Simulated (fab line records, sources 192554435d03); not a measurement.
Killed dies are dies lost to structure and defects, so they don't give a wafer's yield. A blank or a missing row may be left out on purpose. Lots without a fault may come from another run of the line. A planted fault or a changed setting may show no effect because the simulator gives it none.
Chamber matching | flow n5_finfet | N5_BEOL_M15_VIA_ETCH_16 on rie_diel-06: 4 sister chambers
The step etches SiO2 in C4F8/O2/Ar, target depth 1792.2 nm. 4 wafers are shown with their chamber, then 10 later ones without.

WAFERS WITH THEIR CHAMBER
wafer  | chamber | rf_vpp_V (V)
L085.6 | 2       | 2247
L088.1 | 1       | 2150
L088.3 | 0       | 2227
L091.5 | 3       | 2322

WAFERS WITHOUT THEIR CHAMBER
wafer  | rf_vpp_V (V)
L091.6 | 2227
L090.1 | 2226
L090.3 | 2245
L090.5 | 2151
L092.1 | 2225
L092.2 | 2245
L092.3 | 2323
L097.1 | 2227
L097.3 | 2245
L097.6 | 2322

WHICH CHAMBER EACH WENT THROUGH
wafer  | from the rows above | in truth
L091.6 | 0                   | 0
L090.1 | 0                   | 0
L090.3 | 2                   | 2
L090.5 | 1                   | 1
L092.1 | 0                   | 0
L092.2 | 2                   | 2
L092.3 | 3                   | 3
L097.1 | 0                   | 0
L097.3 | 2                   | 2
L097.6 | 3                   | 3
Placed correctly: 10 of 10. Can't be placed from these rows: 0. Placed wrongly: 0.
How it was worked out, from the rows above alone: a wafer's distance from a chamber is the root of the sum, over the readings, of the square of ((its reading less the chamber's mean) divided by the reading's scatter). The wafer belongs to the nearest chamber; if the next one is less than 2 further off, it can't be placed. A chamber's mean is the mean of its shown wafers. The scatter: with one shown wafer a chamber, the root of the mean of the squares of how far each hidden wafer lies from its nearest shown one.
